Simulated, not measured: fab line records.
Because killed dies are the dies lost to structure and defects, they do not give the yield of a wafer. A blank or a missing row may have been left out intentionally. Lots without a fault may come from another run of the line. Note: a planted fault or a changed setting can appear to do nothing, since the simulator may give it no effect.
Split-lot experiment -- flow n5-finfet -- 7 lots, 39 wafers read, on a route of 1938 steps

## SPLIT DETAILS
At N5_BEOL_M8_TRENCH_ETCH_37 (etches SiCOH lowk in C4F6/O2, target depth 93.478 nm, time 31.2 s), the setting target-depth-a was moved away from the recipe's 934.78 angstrom on 9 of the 39 wafers read, by -59.4% to -20.5%. For the rest of the wafers, this setting stayed at what the recipe calls for.

## FROM THE SPLIT TO THE READING: what the file shows between them, 8 steps
- N5_BEOL_M8_ETCH_41: etches SiCN in CH3F/O2, target depth 31.9 nm, time 57.8 s
- N5_BEOL_M8_STRIP_80: strips in N2/H2, time 10 s
- N5_BEOL_M8_OCD_MEAS_38
- N5_BEOL_M8_HM_STRIP_39: strips TiN in peroxide tin strip, target depth 25 nm, time 158 s
- N5_BEOL_M8_SRD_40: time 30 s
- N5_BEOL_M8_ECD_50: material Cu, target thk 300 nm
- N5_BEOL_M8_ANNEAL_51: time 90 s
- N5_BEOL_M8_CMP_52: polishes, stops on SiCOH lowk, t overpolish 6.9 s, target thk 80 nm

## THE READING
M8_THK, in nm, at N5_BEOL_M8_THK_MEAS_53 (measures by xrf). Typical for fault-free wafers on this fab line: 81.1 nm, with standard deviation 1.9 nm.

wafer,"tool, chamber at the split","target-depth-a as run, angstrom",against the recipe,"M8_THK, nm",against lot-mates on the recipe
L074.1,"rie-diel-03, 1",934.78,recipe,83.3,-
L074.2,"rie-diel-03, 3",934.78,recipe,81.2,-
L074.3,"rie-diel-03, 2",934.78,recipe,84.4,-
L074.4,"rie-diel-03, 1",934.78,recipe,83.6,-
L074.5,"rie-diel-03, 3",934.78,recipe,81.1,-
L074.6,"rie-diel-03, 2",934.78,recipe,85.8,-
L075.1,"rie-diel-01, 0",934.78,recipe,79.6,-
L075.2,"rie-diel-01, 2",379.5,-59.4%,24.1,-56.9
L075.3,"rie-diel-01, 1",379.5,-59.4%,26.9,-54.1
L075.4,"rie-diel-01, 3",379.5,-59.4%,25.3,-55.7
L075.5,"rie-diel-01, 0",934.78,recipe,80.6,-
L075.6,"rie-diel-01, 3",934.78,recipe,82.8,-
L078.1,"rie-diel-01, 2",934.78,recipe,80.9,-
L078.2,"rie-diel-01, 1",934.78,recipe,87.5,-
L078.6,"rie-diel-01, 3",934.78,recipe,84.4,-
L079.1,"rie-diel-05, 1",934.78,recipe,78.9,-
L079.2,"rie-diel-05, 3",934.78,recipe,80.4,-
L079.3,"rie-diel-05, 2",580.6,-37.9%,42.9,-35.7
L079.4,"rie-diel-05, 0",934.78,recipe,76.4,-
L079.5,"rie-diel-05, 0",580.6,-37.9%,44.6,-34.0
L079.6,"rie-diel-05, 3",580.6,-37.9%,42.3,-36.3
L081.1,"rie-diel-03, 1",934.78,recipe,82.6,-
L081.2,"rie-diel-03, 3",934.78,recipe,81.9,-
L081.3,"rie-diel-03, 2",934.78,recipe,82.3,-
L081.4,"rie-diel-03, 0",934.78,recipe,81.9,-
L081.5,"rie-diel-03, 1",934.78,recipe,83.0,-
L081.6,"rie-diel-03, 2",934.78,recipe,84.8,-
L085.1,"rie-diel-05, 1",934.78,recipe,77.9,-
L085.2,"rie-diel-05, 0",934.78,recipe,77.6,-
L085.3,"rie-diel-05, 3",934.78,recipe,78.8,-
L085.4,"rie-diel-05, 0",934.78,recipe,77.1,-
L085.5,"rie-diel-05, 3",934.78,recipe,78.5,-
L085.6,"rie-diel-05, 1",934.78,recipe,78.1,-
L097.1,"rie-diel-03, 2",934.78,recipe,81.3,-
L097.2,"rie-diel-03, 3",743.4,-20.5%,60.1,-21.5
L097.3,"rie-diel-03, 1",934.78,recipe,81.3,-
L097.4,"rie-diel-03, 0",743.4,-20.5%,62.7,-18.9
L097.5,"rie-diel-03, 1",934.78,recipe,82.1,-
L097.6,"rie-diel-03, 0",743.4,-20.5%,61.5,-20.1

FIT RESULTS
A straight line over all 39 wafers: M8_THK changes by +0.959 nm for each +1% of target-depth-a; r = +0.99; the points scatter about the line by 2.5 nm.
The same after taking each lot's own level away (the mean of its wafers on the recipe; 39 wafers): +0.937 nm for each +1%; r = +1.00; scatter 1.4 nm.
On that fit, the largest move of target-depth-a shifts the reading by 56 nm.
Across the lots, their own levels run from 78.00 to 84.27 nm, a range of 3.3 times the standard deviation given above.
The two slopes are in agreement: the lot-to-lot level therefore moves the slope only a little.
Check: for one of the wafers moved furthest among these (-59.4%), held out of the fit, the line's prediction against its lot-mates is -55.4 nm. Against them it came out at -56.9 nm.

## THE WHOLE CHAIN: every reading that the file lists as answering this split, in the file's order
step,what it does,reading,change (the file's fit),r (the file's)
N5_BEOL_M8_TRENCH_ETCH_37,"etches SiCOH lowk in C4F6/O2, target depth 93.478 nm, time 31.2 s","etch.depth-nm (the simulator's own value, which no gauge read)",+0.955 nm for each +1% of the setting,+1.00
N5_BEOL_M8_TRENCH_ETCH_37,"etches SiCOH lowk in C4F6/O2, target depth 93.478 nm, time 31.2 s","BEOL_M8.feature-depth-nm (the simulator's own value, which no gauge read)",+0.956 nm for each +1% of the setting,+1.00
N5_BEOL_M8_TRENCH_ETCH_37,"etches SiCOH lowk in C4F6/O2, target depth 93.478 nm, time 31.2 s","TiN_of_BEOL_M8_HM_DEP_02.thk-nm (the simulator's own value, which no gauge read)",-0.0272 nm for each +1% of the setting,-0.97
N5_BEOL_M8_OCD_MEAS_38,,trench-depth-nm,+0.958 nm for each +1% of the setting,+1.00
N5_BEOL_M8_CMP_52,"polishes, stops on SiCOH lowk, t overpolish 6.9 s, target thk 80 nm","Cu_of_BEOL_M8_ECD_50.thk-nm (the simulator's own value, which no gauge read)",+0.947 nm for each +1% of the setting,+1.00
N5_BEOL_M8_THK_MEAS_53,measures by xrf,M8_THK,+0.938 for each +1% of the setting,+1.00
N5_BEOL_M8_RS_MEAS_57,measures by four-point-probe,M8_RS,"not straight: 1.222 at the lowest setting, 0.280 at the recipe, 0.280 at the highest",not given

## THE FILE'S OWN FIT
M8_THK changes by +0.938 nm for each +1% of target-depth-a, r = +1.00.
